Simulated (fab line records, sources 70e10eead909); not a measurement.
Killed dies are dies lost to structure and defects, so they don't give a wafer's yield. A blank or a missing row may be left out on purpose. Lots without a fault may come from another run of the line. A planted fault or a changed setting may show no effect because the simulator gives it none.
Which tool did it? | flow nand_harc | 6 lots, 18 wafers sampled, at 4 steps of a route of 1302

WHAT THE GAUGES READ, wafer by wafer
NHARC_END_SORT_01.
lot  | measured     | on        | killed_at_array
L178 | day 24 17:19 | prober-01 | 56 63 60
L180 | day 25 17:19 | prober-01 | 26 35 32
L184 | day 27 12:56 | prober-01 | 62 65 61
L187 | day 29 14:44 | prober-02 | 35 32 32
L193 | day 31 05:11 | prober-02 | 65 59 60
L198 | day 33 05:00 | prober-02 | 105 167 144

WHICH TOOL RAN EACH LOT (tool, then ch and the chambers of the sampled wafers, then the start)
lot  | NHARC_A_CHANNEL_FILL_D1_STRIP_28   | NHARC_A_DECK1_JOINT_ETCHBACK_07  | NHARC_A_DECK1_JOINT_ETCHBACK_00
L178 | rie_diel-06 ch 0,3, day 10 08:28   | rie_si-06 ch 0,1,2, day 11 08:39 | rie_si-04 ch 0,1,2, day 11 20:47
L180 | rie_diel-12 ch 1,3, day 11 05:04   | rie_si-05 ch 0,2,3, day 12 05:05 | rie_si-04 ch 0,2, day 12 17:38
L184 | rie_diel-12 ch 0,3, day 12 23:17   | rie_si-04 ch 0,1,2, day 13 22:55 | rie_si-05 ch 0,3, day 14 09:38
L187 | rie_diel-03 ch 0,1,2, day 14 06:28 | rie_si-06 ch 0,3, day 15 09:56   | rie_si-04 ch 0,1,2, day 16 03:47
L193 | rie_diel-03 ch 1,2, day 16 12:23   | rie_si-05 ch 0,2, day 17 11:48   | rie_si-04 ch 0,1,3, day 18 06:39
L198 | rie_diel-03 ch 0,3, day 18 15:28   | rie_si-06 ch 0,2,3, day 19 17:08 | rie_si-05 ch 0,1,3, day 20 03:52
- NHARC_A_CHANNEL_FILL_D1_STRIP_28: strips in O2, time 20 s.
- NHARC_A_DECK1_JOINT_ETCHBACK_07: etches the open film in HBr, target depth 105 nm, time 26.9 s.
- NHARC_A_DECK1_JOINT_ETCHBACK_00: etches the open film in HBr, target depth 30 nm, time 17.4 s.

THE ANSWER, worked out from the rows above alone
Rule: what is usual is taken from the lots themselves. Put in order of their means at a reading, lots are off if they are a third of the lots or fewer, leave a main group of 4 or more, and stand apart from it by a gap of 3 or more times the standard deviation of the main group's means; of several such gaps the widest counts. A main group whose means are all the same, to the digits that the tables above print for the reading, isn't used. A lot without any number at a reading at which 4 lots or more have one is off too. The other lots that the step has rows for count as sound.
Off: L198, at NHARC_END_SORT_01 (killed_at_array). The main group: mean 50, standard deviation 14.
A tool fits if, at a process step before that reading, it ran every lot that is off, and no sound lot after the first of them. The gauges at NHARC_END_SORT_01 are tried like those tools. Can't be told from this: 4 tools fit, rie_diel-03 at NHARC_A_CHANNEL_FILL_D1_STRIP_28, rie_si-06 at NHARC_A_DECK1_JOINT_ETCHBACK_07, rie_si-05 at NHARC_A_DECK1_JOINT_ETCHBACK_00, prober-02 at NHARC_END_SORT_01.

WHAT THE SIMULATOR HAD PUT IN
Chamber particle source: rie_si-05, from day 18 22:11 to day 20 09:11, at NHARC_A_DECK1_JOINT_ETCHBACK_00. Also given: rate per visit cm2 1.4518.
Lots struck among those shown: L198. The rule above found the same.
